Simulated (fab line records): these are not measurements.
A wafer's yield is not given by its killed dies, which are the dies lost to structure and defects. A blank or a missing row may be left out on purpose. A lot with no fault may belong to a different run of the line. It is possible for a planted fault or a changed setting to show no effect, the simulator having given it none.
fab line records -- flow n5Finfet
record: lots: 7, wafers: 21, lastDay: 17
route steps=1938 shown BEOL_M10@1514 PASSIVATION@1936
lots that met no fault: taken from a fault-free run of the same line
startH: hours from the record's opening day to when the first of the lot's shown wafers began -- waitH: time in hours since the lot's previous step -- " as in the row above -- L1.1+2: a single row standing in for several wafers -- - no value, or no start given -- * or withheld: withheld -- < > ~ a bound
route shown NAME@n: a module of which the file shows steps, and the number in the route of the first -- usual: average and standard deviation across the fault-free wafers -- same: alike in all rows -- chamber/n: place in a boat -- sites: readings site by site -- _std_site: the standard deviation of these -- _edge_site: inner sites' mean taken away from outer sites' mean -- radiusMm: for every site, how far away it sits from the centre of the wafer -- mask NAME#n: copy n -- behind: tool/chamber where the wafer was last shaped -- hold: what put the lot on hold/how long, in hours/how the hold closed -- device: the n, p or np transistor that did not switch -- end of line: the same wafers' tests at the end of the route -- where a step has no rows: the recipe by itself -- killed: dies lost to structure and defects at the first sort, not the wafer's yield -- map: per-die view of a wafer (x killed, . not killed, _ where there is no die)
set.NAME: the run value of the setting; set.NAME@STEP: its run value at that earlier step -- model.NAME: the simulator's own value behind a step, which no gauge read
lots seen at some steps along the route; tables by step, rows by wafer
services: a tool's chamber out of use, with start hour (startH, from the record's first day; less than 0 if before it), hours out, and reason
== steps ==
step: N5_BEOL_M10_STRIP_77
recipe: chemistry: N2/H2, timeS: 10, powerW: 450, tempC: 40, pressureMtorr: 20, rfFrequencyHz: 6e+07, biasPowerW: 7, n2FlowSccm: 200, h2FlowSccm: 200
step: N5_BEOL_M10_OCD_MEAS_38
usual: trenchDepthNm: 149.1/2.5
lot.wafer,tool,chamber,startH,waitH,trenchDepthNm
L234.1,ocd-01,-,218.01,-,149.3
L234.4,ocd-01,-,218.01,-,143.7
L234.5,ocd-01,-,218.01,-,151.0
L238.3,ocd-01,-,244.01,-,150.9
L238.5,ocd-01,-,244.01,-,148.0
L238.6,ocd-01,-,244.01,-,151.5
L243.3,ocd-01,-,274.34,-,149.5
L243.5,ocd-01,-,274.34,-,148.7
L243.6,ocd-01,-,274.34,-,150.7
L250.2,ocd-01,-,322.01,-,149.0
L250.3,ocd-01,-,322.01,-,149.2
L250.6,ocd-01,-,322.01,-,149.4
L251.3,ocd-02,-,327.48,-,149.3
L251.5,ocd-02,-,327.48,-,148.1
L251.6,ocd-02,-,327.48,-,151.1
L252.2,ocd-02,-,328.26,-,143.4
L252.5,ocd-02,-,328.26,-,149.3
L252.6,ocd-02,-,328.26,-,149.1
L256.1,ocd-02,-,351.51,-,151.1
L256.2,ocd-02,-,351.51,-,149.1
L256.5,ocd-02,-,351.51,-,146.4
step: N5_BEOL_M10_HM_STRIP_39
recipe: chemistry: peroxideTinStrip, material: TiN, targetDepthA: 250, tempC: 50, timeS: 158
step: N5_BEOL_M10_SRD_40
recipe: timeS: 30, tempC: 23, rinseLiquid: diw, dry: ipaMarangoni
step: N5_BEOL_M10_PRECLEAN_42
recipe: chemistry: residueRemover, timeS: 60, tempC: 40
step: N5_BEOL_M10_SRD_43
recipe: timeS: 30, tempC: 23, rinseLiquid: diw, dry: ipaMarangoni
step: N5_BEOL_M10_CD_MEAS_35
recipe: targetCdNm: 70, polarity: opening
usual: cdNm: 70.1/0.62
lot.wafer,tool,chamber,startH,waitH,cdNm
L234.1,cdSem-03,-,218.16,0.0,70.2
L234.4,cdSem-03,-,218.16,0.0,71.1
L234.5,cdSem-03,-,218.16,0.0,70.4
L238.3,cdSem-02,-,244.17,0.0,69.7
L238.5,cdSem-02,-,244.17,0.0,69.1
L238.6,cdSem-02,-,244.17,0.0,69.4
L243.3,cdSem-03,-,274.49,0.0,70.2
L243.5,cdSem-03,-,274.49,0.0,68.8
L243.6,cdSem-03,-,274.49,0.0,69.4
L250.2,cdSem-03,-,322.17,0.0,70.2
L250.3,cdSem-03,-,322.17,0.0,69.5
L250.6,cdSem-03,-,322.17,0.0,69.2
L251.3,cdSem-03,-,327.64,0.0,70.3
L251.5,cdSem-03,-,327.64,0.0,69.2
L251.6,cdSem-03,-,327.64,0.0,69.1
L252.2,cdSem-03,-,328.41,0.0,69.4
L252.5,cdSem-03,-,328.41,0.0,69.8
L252.6,cdSem-03,-,328.41,0.0,70.0
L256.1,cdSem-03,-,351.66,0.0,70.2
L256.2,cdSem-03,-,351.66,0.0,69.4
L256.5,cdSem-03,-,351.66,0.0,70.8
step: N5_BEOL_M10_CURE_72
recipe: tempC: 370, timeS: 120, ambient: DMADMS/He, material: SiCOH_lowk
usual: lampPowerPct: 52.32/0.056, wafer_temp_C_max: 371.9/0.54
lot.wafer,tool,chamber,startH,waitH,lampPowerPct,wafer_temp_C_max
L234.1,uvCure-01,2,218.20,0.0,52.35,371.2
L234.4,uvCure-01,2,218.20,0.0,52.26,372.3
L234.5,uvCure-01,2,218.20,0.0,52.35,371.1
L238.3,uvCure-03,0,244.65,0.5,52.36,371.4
L238.5,uvCure-03,0,244.65,0.5,52.31,372.3
L238.6,uvCure-03,0,244.65,0.5,52.26,371.4
L243.3,uvCure-02,2,274.63,0.1,52.26,371.9
L243.5,uvCure-02,2,274.63,0.1,52.33,372.0
L243.6,uvCure-02,2,274.63,0.1,52.28,372.0
L250.2,uvCure-03,2,322.26,0.1,52.34,371.6
L250.3,uvCure-03,2,322.26,0.1,52.31,371.5
L250.6,uvCure-03,2,322.26,0.1,52.26,371.7
L251.3,uvCure-02,2,327.77,0.1,52.30,372.4
L251.5,uvCure-02,2,327.77,0.1,52.30,372.2
L251.6,uvCure-02,2,327.77,0.1,52.26,371.7
L252.2,uvCure-02,1,328.50,0.1,52.35,372.6
L252.5,uvCure-02,1,328.50,0.1,52.33,372.2
L252.6,uvCure-02,1,328.50,0.1,52.28,372.4
L256.1,uvCure-01,2,351.70,0.0,52.36,371.6
L256.2,uvCure-01,2,351.70,0.0,52.37,372.6
L256.5,uvCure-01,2,351.70,0.0,52.31,371.4
step: N5_BEOL_M10_DEGAS_44
recipe: ambient: vacuum, tempC: 250, timeS: 60
usual: heaterPowerW: 321/33
lot.wafer,tool,chamber,startH,waitH,heaterPowerW
L234.1,pvdSputter-02,-,218.73,0.5,331
L234.4,pvdSputter-02,-,218.73,0.5,332
L234.5,pvdSputter-02,-,218.73,0.5,353
L238.3,pvdSputter-02,-,244.97,0.3,314
L238.5,pvdSputter-02,-,244.97,0.3,343
L238.6,pvdSputter-02,-,244.97,0.3,296
L243.3,pvdSputter-03,-,274.92,0.2,305
L243.5,pvdSputter-03,-,274.92,0.2,355
L243.6,pvdSputter-03,-,274.92,0.2,291
L250.2,pvdSputter-01,-,322.80,0.5,297
L250.3,pvdSputter-01,-,322.80,0.5,301
L250.6,pvdSputter-01,-,322.80,0.5,307
L251.3,pvdSputter-03,-,328.09,0.3,324
L251.5,pvdSputter-03,-,328.09,0.3,255
L251.6,pvdSputter-03,-,328.09,0.3,290
L252.2,pvdSputter-03,-,329.17,0.6,302
L252.5,pvdSputter-03,-,329.17,0.6,349
L252.6,pvdSputter-03,-,329.17,0.6,323
L256.1,pvdSputter-02,-,352.54,0.7,313
L256.2,pvdSputter-02,-,352.54,0.7,303
L256.5,pvdSputter-02,-,352.54,0.7,323
step: N5_BEOL_M10_PRE_CLEAN_45
recipe: gas: H2/He, timeS: 30, tempC: 250
usual: heaterPowerW: 322/32
lot.wafer,tool,chamber,startH,waitH,heaterPowerW
L234.1,pvdSputter-02,-,218.77,0.0,322
L234.4,pvdSputter-02,-,218.77,0.0,327
L234.5,pvdSputter-02,-,218.77,0.0,364
L238.3,pvdSputter-02,-,245.01,0.0,330
L238.5,pvdSputter-02,-,245.01,0.0,353
L238.6,pvdSputter-02,-,245.01,0.0,308
L243.3,pvdSputter-03,-,274.96,0.0,298
L243.5,pvdSputter-03,-,274.96,0.0,353
L243.6,pvdSputter-03,-,274.96,0.0,298
L250.2,pvdSputter-01,-,322.84,0.0,314
L250.3,pvdSputter-01,-,322.84,0.0,311
L250.6,pvdSputter-01,-,322.84,0.0,315
L251.3,pvdSputter-03,-,328.13,0.0,321
L251.5,pvdSputter-03,-,328.13,0.0,264
L251.6,pvdSputter-03,-,328.13,0.0,306
L252.2,pvdSputter-03,-,329.21,0.0,298
L252.5,pvdSputter-03,-,329.21,0.0,359
L252.6,pvdSputter-03,-,329.21,0.0,329
L256.1,pvdSputter-02,-,352.58,0.0,333
L256.2,pvdSputter-02,-,352.58,0.0,305
L256.5,pvdSputter-02,-,352.58,0.0,328
step: N5_BEOL_M10_ALD_74
recipe: material: TaN, targetThkA: 20, tempC: 275, aldPrecursorFamily: PDMAT, aldCoReactant: NH3, pressureTorr: 3, carrierFlowSccm: 1500, pulseTimeS: 2, purgeTimeS: 3, coReactantPurgeTimeS: 2, coReactantPulseTimeS: 3, aldCycles: 40, precursorVesselTempC: 75, precursorVesselPressureTorr: 26.25, precursorVesselCarrierSccm: 1000
usual: heaterPowerW: 418/42, precursorVesselPressureTorr: 26.25/0.057
same: pulseTimeS: 2
lot.wafer,tool,chamber,startH,waitH,heaterPowerW,precursorVesselPressureTorr
L234.1,aldMetal-01,2,218.83,0.0,386,26.23
L234.4,aldMetal-01,1,218.83,0.0,492,26.16
L234.5,aldMetal-01,0,218.83,0.0,420,26.20
L238.3,aldMetal-01,1,245.07,0.0,495,26.23
L238.5,aldMetal-01,3,245.07,0.0,391,26.17
L238.6,aldMetal-01,0,245.07,0.0,408,26.22
L243.3,aldMetal-03,1,275.02,0.0,461,26.35
L243.5,aldMetal-03,2,275.02,0.0,398,26.37
L243.6,aldMetal-03,1,275.02,0.0,453,26.30
L250.2,aldMetal-04,2,322.96,0.1,475,26.17
L250.3,aldMetal-04,0,322.96,0.1,427,26.23
L250.6,aldMetal-04,1,322.96,0.1,430,26.14
L251.3,aldMetal-01,0,328.25,0.1,404,26.19
L251.5,aldMetal-01,0,328.25,0.1,419,26.17
L251.6,aldMetal-01,3,328.25,0.1,370,26.22
L252.2,aldMetal-01,1,329.29,0.1,502,26.27
L252.5,aldMetal-01,0,329.29,0.1,414,26.29
L252.6,aldMetal-01,3,329.29,0.1,385,26.33
L256.1,aldMetal-01,0,352.66,0.1,415,26.25
L256.2,aldMetal-01,1,352.66,0.1,495,26.19
L256.5,aldMetal-01,1,352.66,0.1,510,26.18
step: N5_BEOL_M10_SURFACE_TREAT_76
recipe: gas: Ar, timeS: *, ionEnergyEv: *, ionCurrentMaCm2: 0.5, pressureMtorr: *, arFlowSccm: 30
step: N5_BEOL_M10_CVD_75
recipe: material: Co, targetThkA: 20, tempC: withheld, precursor: CCTBA/H2, pressureTorr: 30, timeS: 138.9
usual: runLengthS: 162.1/0.63
lot.wafer,tool,chamber,startH,waitH,runLengthS
L234.1,cvdCo-02,1,219.47,0.1,162.1
L234.4,cvdCo-02,0,219.47,0.1,161.1
L234.5,cvdCo-02,1,219.47,0.1,161.7
L238.3,cvdCo-01,0,245.66,0.3,162.6
L238.5,cvdCo-01,2,245.66,0.3,161.7
L238.6,cvdCo-01,1,245.66,0.3,162.9
L243.3,cvdCo-02,1,275.46,0.0,161.7
L243.5,cvdCo-02,2,275.46,0.0,162.5
L243.6,cvdCo-02,0,275.46,0.0,161.2
L250.2,cvdCo-01,1,323.41,0.0,229.6
L250.3,cvdCo-01,0,323.41,0.0,162.6
L250.6,cvdCo-01,1,323.41,0.0,229.4
L251.3,cvdCo-01,1,328.73,0.1,162.3
L251.5,cvdCo-01,2,328.73,0.1,161.5
L251.6,cvdCo-01,0,328.73,0.1,230.0
L252.2,cvdCo-01,1,330.55,0.3,229.7
L252.5,cvdCo-01,2,330.55,0.3,161.5
L252.6,cvdCo-01,1,330.55,0.3,229.5
L256.1,cvdCo-02,0,353.02,0.0,161.2
L256.2,cvdCo-02,2,353.02,0.0,162.4
L256.5,cvdCo-02,0,353.02,0.0,161.1
step: N5_BEOL_M10_SPUTTER_48
recipe: material: Cu, targetThkA: 120, tempC: -20, biasV: 60, powerW: 26000, chamberPressurePa: 0.13, timeS: 2
usual: biasV: 60.0/0.64, throttleValvePct: 29.9/0.89
lot.wafer,tool,chamber,startH,waitH,biasV,throttleValvePct
L234.1,pvdSputter-02,-,219.77,0.3,59.9,30.7
L234.4,pvdSputter-02,-,219.77,0.3,60.1,28.6
L234.5,pvdSputter-02,-,219.77,0.3,60.0,29.0
L238.3,pvdSputter-03,-,246.55,0.8,59.7,29.3
L238.5,pvdSputter-03,-,246.55,0.8,60.9,30.3
L238.6,pvdSputter-03,-,246.55,0.8,59.5,29.4
L243.3,pvdSputter-03,-,275.60,0.1,59.8,29.3
L243.5,pvdSputter-03,-,275.60,0.1,60.7,29.1
L243.6,pvdSputter-03,-,275.60,0.1,60.2,30.2
L250.2,pvdSputter-03,-,323.61,0.2,60.4,30.7
L250.3,pvdSputter-03,-,323.61,0.2,60.2,30.1
L250.6,pvdSputter-03,-,323.61,0.2,60.0,30.1
L251.3,pvdSputter-03,-,328.85,0.1,59.8,29.7
L251.5,pvdSputter-03,-,328.85,0.1,59.9,30.0
L251.6,pvdSputter-03,-,328.85,0.1,59.9,29.2
L252.2,pvdSputter-01,-,330.77,0.2,60.2,30.8
L252.5,pvdSputter-01,-,330.77,0.2,59.9,30.7
L252.6,pvdSputter-01,-,330.77,0.2,60.6,29.6
L256.1,pvdSputter-02,-,353.20,0.1,60.4,28.7
L256.2,pvdSputter-02,-,353.20,0.1,60.5,30.0
L256.5,pvdSputter-02,-,353.20,0.1,59.8,28.6
step: N5_PASSIVATION_PROBE_49
usual: defectLimitedYield: 91.1/1.4, killed_at_M0_to_M3: 33/9.1, killed_at_M4_up: 14/5.6, killedAtContacts: 13/5.7, killedAtFrontEnd: 42/12, killedAtOther: 4/3, killedDies: 105/16, killedOpen: 69/11, killedShort: 34/7.5, sort_bin_5_function: 5.2/0.91, sort_bin_6_memory: 3.3/0.64, sortNPass: 1075/16, sortYieldPct: 91.1/1.4
same: grossDies: 1180, killedAtBackSide: 0, sort_bin_4_leakage[%]: 0, sort_bin_8_speed[%]: 0
lot.wafer,tool,chamber,startH,waitH,defectLimitedYield[%],killed_at_M0_to_M3,killed_at_M4_up,killedAtContacts,killedAtFrontEnd,killedAtOther,killedDies,killedOpen,killedShort,sort_bin_5_function[%],sort_bin_6_memory[%],sortNPass,sortYieldPct[%]
L234.1,prober-02,-,263.47,0.0,91.1,25,22,18,36,4,105,69,34,5.7,2.9,1075,91.1
L234.4,prober-02,-,263.62,0.2,91.7,24,13,25,34,2,98,62,33,5.0,2.9,1082,91.7
L234.5,prober-02,-,263.67,0.2,88.7,34,15,9,63,12,133,78,53,6.9,3.8,1047,88.7
L238.3,prober-01,-,297.04,0.1,91.0,41,9,16,34,6,106,68,37,5.4,3.1,1074,91.0
L238.5,prober-01,-,297.14,0.2,92.7,37,13,7,23,6,86,55,28,4.2,2.8,1094,92.7
L238.6,prober-01,-,297.19,0.3,92.0,29,28,9,25,3,94,61,33,4.8,3.1,1086,92.0
L243.3,prober-01,-,323.15,0.1,92.0,16,12,21,43,2,94,54,38,4.6,3.1,1086,92.0
L243.5,prober-01,-,323.25,0.2,92.5,29,4,16,39,1,89,54,33,4.4,2.9,1091,92.5
L243.6,prober-01,-,323.30,0.3,92.1,29,11,18,30,5,93,56,36,5.2,2.5,1087,92.1
L250.2,prober-01,-,368.31,0.1,93.1,25,12,4,33,8,82,63,19,3.7,3.1,1098,93.1
L250.3,prober-01,-,368.36,0.1,91.1,30,9,15,34,17,105,69,36,5.8,2.6,1075,91.1
L250.6,prober-01,-,368.51,0.3,93.9,30,7,10,20,5,72,55,17,3.9,1.7,1108,93.9
L251.3,prober-01,-,378.34,0.1,90.5,26,24,11,45,6,112,72,39,5.8,3.3,1068,90.5
L251.5,prober-01,-,378.44,0.2,88.4,44,15,15,56,7,137,91,46,7.1,4.2,1043,88.4
L251.6,prober-01,-,378.49,0.3,89.1,23,22,15,60,9,129,82,46,6.8,3.7,1051,89.1
L252.2,prober-02,-,378.90,0.1,91.4,39,10,7,46,0,102,65,35,4.8,3.6,1078,91.4
L252.5,prober-02,-,379.05,0.2,91.9,30,14,8,44,0,96,63,30,4.3,3.4,1084,91.9
L252.6,prober-02,-,379.10,0.3,90.5,46,4,5,56,1,112,72,39,5.5,3.8,1068,90.5
L256.1,prober-01,-,410.64,0.0,89.7,30,5,10,66,11,122,74,47,6.9,3.0,1058,89.7
L256.2,prober-01,-,410.69,0.1,89.4,56,11,11,41,6,125,86,38,6.9,3.4,1055,89.4
L256.5,prober-01,-,410.84,0.2,90.5,33,19,20,37,3,112,75,37,5.9,3.2,1068,90.5
killed by level:class
L234.1 MOL_CONTACT_COAG:geometricParticle:open=16 BEOL_M4:geometricParticle:open=12 FIN_SAQP:geometricParticle:open=9 BEOL_M2:geometricParticle:open=9 BEOL_M0_SAQP:geometricParticle:short=5 STARTING-WAFER:geometricParticle:short=5 BEOL_M4:geometricParticle:short=4 STI_FIN_REVEAL:geometricParticle:open=4
L234.4 MOL_CONTACT_COAG:geometricParticle:open=20 GATE_CUT:geometricParticle:open=6 FIN_SAQP:geometricParticle:short=5 GATE_CUT:geometricParticle:short=5 BEOL_M0_SAQP:geometricParticle:open=5 BEOL_M0_SAQP:geometricParticle:short=5 BEOL_M8:geometricParticle:open=5 MOL_CONTACT_COAG:geometricParticle:short=4
L234.5 FIN_SAQP:geometricParticle:open=16 FIN_SAQP:geometricParticle:short=16 BEOL_M0_SAQP:geometricParticle:short=12 MOL_CONTACT_COAG:geometricParticle:open=8 STARTING-WAFER:geometricParticle:open=8 GATE_CUT:geometricParticle:short=6 PAD_METAL:geometricParticle:open=6 BEOL_M0_SAQP:geometricParticle:open=6
L238.3 MOL_CONTACT_COAG:geometricParticle:open=15 BEOL_M2:geometricParticle:open=9 BEOL_M3:geometricParticle:open=8 FIN_SAQP:geometricParticle:short=5 BEOL_M1:geometricParticle:open=5 GATE_CUT:geometricParticle:short=4 BEOL_M0_SAQP:geometricParticle:open=4 BEOL_M3:geometricParticle:short=4
L238.5 BEOL_M3:geometricParticle:open=10 BEOL_M2:geometricParticle:open=9 BEOL_M0_SAQP:geometricParticle:short=7 BEOL_M4:geometricParticle:open=5 FIN_SAQP:geometricParticle:open=4 FIN_CUT:geometricParticle:open=3 MOL_CONTACT_COAG:geometricParticle:short=3 MOL_CONTACT_COAG:geometricParticle:open=3
L238.6 MOL_CONTACT_COAG:geometricParticle:open=7 BEOL_M0_SAQP:geometricParticle:short=7 BEOL_M0_SAQP:geometricParticle:open=7 BEOL_M7:geometricParticle:open=7 BEOL_M2:geometricParticle:open=5 FIN_SAQP:geometricParticle:open=4 BEOL_M4:geometricParticle:open=4 BEOL_M7:geometricParticle:short=4
L243.3 MOL_CONTACT_COAG:geometricParticle:open=17 FIN_SAQP:geometricParticle:short=8 FIN_SAQP:geometricParticle:open=7 STARTING-WAFER:geometricParticle:short=7 GATE_CUT:geometricParticle:short=6 STI_FIN_REVEAL:geometricParticle:open=5 BEOL_M0_SAQP:geometricParticle:short=5 BEOL_M4:geometricParticle:open=5
L243.5 MOL_CONTACT_COAG:geometricParticle:open=14 FIN_SAQP:geometricParticle:short=8 STI_FIN_REVEAL:geometricParticle:open=8 BEOL_M2:geometricParticle:open=7 BEOL_M0_SAQP:geometricParticle:short=6 DUMMY_GATE:geometricParticle:open=5 BEOL_M3:geometricParticle:open=5 BEOL_M0_SAQP:geometricParticle:open=3
L243.6 MOL_CONTACT_COAG:geometricParticle:open=13 FIN_SAQP:geometricParticle:short=8 BEOL_M0_SAQP:geometricParticle:open=8 GATE_CUT:geometricParticle:short=6 BEOL_M2:geometricParticle:open=6 STI_FIN_REVEAL:geometricParticle:open=5 BEOL_M0_SAQP:geometricParticle:short=5 BEOL_M4:geometricParticle:open=5
L250.2 STI_FIN_REVEAL:geometricParticle:open=13 BEOL_M1:geometricParticle:open=12 BEOL_M5:geometricParticle:open=5 BEOL_M0_SAQP:geometricParticle:open=5 FIN_CUT:geometricParticle:short=3 GATE_CUT:geometricParticle:open=3 MOL_CONTACT_COAG:geometricParticle:open=3 BEOL_M3:geometricParticle:open=3
L250.3 MOL_CONTACT_COAG:geometricParticle:open=13 STI_FIN_REVEAL:geometricParticle:open=8 BEOL_M2:geometricParticle:open=6 BEOL_M0_SAQP:geometricParticle:short=6 FIN_SAQP:geometricParticle:open=5 BEOL_M0:geometricParticle:open=4 BEOL_M1:geometricParticle:open=4 BEOL_M5:geometricParticle:open=4
L250.6 MOL_CONTACT_COAG:geometricParticle:open=9 BEOL_M0_SAQP:geometricParticle:short=8 BEOL_M3:geometricParticle:open=8 STI_FIN_REVEAL:geometricParticle:open=5 GATE_CUT:geometricParticle:open=4 BEOL_M0_SAQP:geometricParticle:open=4 BEOL_M4:geometricParticle:open=4 DUMMY_GATE:geometricParticle:open=3
L251.3 BEOL_M4:geometricParticle:open=13 FIN_SAQP:geometricParticle:short=12 FIN_SAQP:geometricParticle:open=12 MOL_CONTACT_COAG:geometricParticle:open=8 BEOL_M1:geometricParticle:open=5 BEOL_M3:geometricParticle:open=5 DUMMY_GATE:geometricParticle:open=4 ILD0:geometricParticle:short=4
L251.5 STI_FIN_REVEAL:geometricParticle:open=18 FIN_SAQP:geometricParticle:open=12 MOL_CONTACT_COAG:geometricParticle:open=12 BEOL_M4:geometricParticle:open=10 BEOL_M2:geometricParticle:open=9 FIN_SAQP:geometricParticle:short=8 BEOL_M3:geometricParticle:open=8 BEOL_M0_SAQP:geometricParticle:short=8
L251.6 BEOL_M4:geometricParticle:open=14 MOL_CONTACT_COAG:geometricParticle:open=14 FIN_SAQP:geometricParticle:short=12 FIN_SAQP:geometricParticle:open=12 STI_FIN_REVEAL:geometricParticle:open=9 BEOL_M3:geometricParticle:open=8 BEOL_M0_SAQP:geometricParticle:short=7 GATE_CUT:geometricParticle:short=6
L252.2 BEOL_M2:geometricParticle:open=13 FIN_SAQP:geometricParticle:short=11 FIN_SAQP:geometricParticle:open=10 BEOL_M3:geometricParticle:open=7 MOL_CONTACT_COAG:geometricParticle:open=6 BEOL_M0_SAQP:geometricParticle:open=5 GATE_CUT:geometricParticle:short=4 BEOL_M2:geometricParticle:short=4
L252.5 FIN_SAQP:geometricParticle:open=15 BEOL_M2:geometricParticle:open=9 MOL_CONTACT_COAG:geometricParticle:open=7 FIN_SAQP:geometricParticle:short=6 BEOL_M3:geometricParticle:open=6 BEOL_M1:geometricParticle:open=4 DUMMY_GATE:geometricParticle:open=4 BEOL_M0_SAQP:geometricParticle:open=4
L252.6 BEOL_M2:geometricParticle:open=32 FIN_SAQP:geometricParticle:short=16 FIN_SAQP:geometricParticle:open=11 GATE_CUT:geometricParticle:short=7 DUMMY_GATE:geometricParticle:open=6 MOL_CONTACT_COAG:geometricParticle:open=5 BEOL_M3:geometricParticle:open=5 DUMMY_GATE:geometricParticle:short=3
L256.1 FIN_SAQP:geometricParticle:open=16 FIN_SAQP:geometricParticle:short=15 STI_FIN_REVEAL:geometricParticle:open=9 DUMMY_GATE:geometricParticle:open=8 BEOL_M0_SAQP:geometricParticle:short=8 MOL_CONTACT_COAG:geometricParticle:open=7 BEOL_M2:geometricParticle:open=6 BEOL_M3:geometricParticle:open=6
L256.2 FIN_SAQP:geometricParticle:open=18 BEOL_M2:geometricParticle:open=16 MOL_CONTACT_COAG:geometricParticle:open=11 BEOL_M0_SAQP:geometricParticle:open=8 FIN_SAQP:geometricParticle:short=7 BEOL_M3:geometricParticle:open=7 BEOL_M0_SAQP:geometricParticle:short=6 BEOL_M0:geometricParticle:open=6
L256.5 MOL_CONTACT_COAG:geometricParticle:open=16 FIN_SAQP:geometricParticle:open=9 BEOL_M2:geometricParticle:open=8 FIN_SAQP:geometricParticle:short=7 STI_FIN_REVEAL:geometricParticle:open=6 BEOL_M0_SAQP:geometricParticle:open=6 BEOL_M4:geometricParticle:open=6 BEOL_M1:geometricParticle:open=5
== services ==
tool,chamber,startH,hours,kind
aldMetal-03,-,217.57,1.8,repair
aldMetal-04,-,225.09,1.3,repair
uvCure-01,-,226.58,28.1,pm
aldMetal-01,0,234.92,2.9,repair
aldMetal-04,1,236.48,6.2,repair
uvCure-01,-,254.68,1.0,pm
uvCure-03,-,269.52,7.5,pm
uvCure-01,-,284.06,7.5,pm
cvdCo-01,-,284.64,1.2,repair
aldMetal-03,-,291.59,6.4,repair
aldMetal-04,3,295.07,4.1,repair
uvCure-02,-,296.95,4.5,pm
cvdCo-02,-,300.71,1.5,repair
aldMetal-01,-,310.19,1.3,repair
aldMetal-03,-,314.63,8.7,pm
cvdCo-01,1,330.95,3.8,repair
cvdCo-02,1,331.18,23.5,repair
cvdCo-01,1,334.77,-,clean
cvdCo-01,1,334.77,22.0,scheduledDown
cvdCo-01,1,334.77,22.0,ventCycle
aldMetal-03,-,337.25,14.0,pm
aldMetal-03,0,337.25,14.0,ventCycle
aldMetal-03,1,337.25,14.0,ventCycle
uvCure-02,-,345.33,0.3,repair
== key ==
firstSign: step: N5_BEOL_M10_CVD_75, reading: runLengthS, direction: up, sigmas: 99+, usual: *, struck: *
effect none on later readings
metAt N5_BEOL_M10_CVD_75
struckWafers L250.2,L250.6,L251.6,L252.2,L252.6
onsetBetween 245.66 323.41
fault: kind: processParameterDrift, tool: cvdCo-01, chamber: -, onsetH: 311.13, steps: N5_BEOL_M10_CVD_75, channel: timeS, offset: *, shape: step, endH: 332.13, scope: struckWafersOnly, actsIn: *, stated: *
